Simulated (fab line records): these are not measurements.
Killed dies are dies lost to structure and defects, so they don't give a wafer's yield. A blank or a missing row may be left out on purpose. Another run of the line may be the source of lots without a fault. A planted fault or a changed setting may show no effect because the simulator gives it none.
Chamber matching ; flow n5_finfet ; rie_diel-01 running N5_BEOL_M0_SAQP_ETCH_73: 4 sister chambers
The step etches SiARC in CF4, target depth 19.5 nm, time 32.5 s. 4 wafers are shown with their chamber, then 12 later ones without.

## EACH WAFER AND ITS CHAMBER
wafer;chamber;showerhead_plenum_p_Torr (Torr)
L087.2;0;2.23
L087.3;1;2.06
L088.1;3;2.07
L088.5;2;2.08

## WAFERS WITHOUT THEIR CHAMBER
wafer;showerhead_plenum_p_Torr (Torr)
L089.1;2.07
L089.3;2.23
L089.6;2.07
L093.3;2.07
L093.4;2.05
L093.6;2.08
L095.1;2.22
L095.4;2.08
L095.5;2.22
L097.2;2.05
L097.3;2.08
L097.6;2.08

## WHICH CHAMBER EACH WENT THROUGH
wafer;from the rows above;in truth
L089.1;can't be placed: 3 or 1 or 2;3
L089.3;0;0
L089.6;can't be placed: 3 or 1 or 2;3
L093.3;can't be placed: 3 or 1 or 2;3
L093.4;can't be placed: 1 or 3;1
L093.6;can't be placed: 2 or 3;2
L095.1;0;0
L095.4;can't be placed: 2 or 3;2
L095.5;0;0
L097.2;can't be placed: 1 or 3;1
L097.3;can't be placed: 2 or 3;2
L097.6;can't be placed: 2 or 3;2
Correct placement for 3 of the 12. These rows do not allow placing 9 (true chamber among the candidates in 9). Placed wrongly: 0.
How it was worked out, from the rows above alone: a wafer's distance from a chamber is the root of the sum, over the readings, of the square of ((its reading less the chamber's mean) divided by the reading's scatter). If the next closest chamber is less than 2 further off than the closest, the wafer can't be placed; otherwise it belongs to the closest. For every chamber, the mean is computed from those of its wafers that are shown. The scatter (one wafer shown for each chamber): square how far every hidden wafer sits from the nearest shown wafer, average those squares and take the square root.
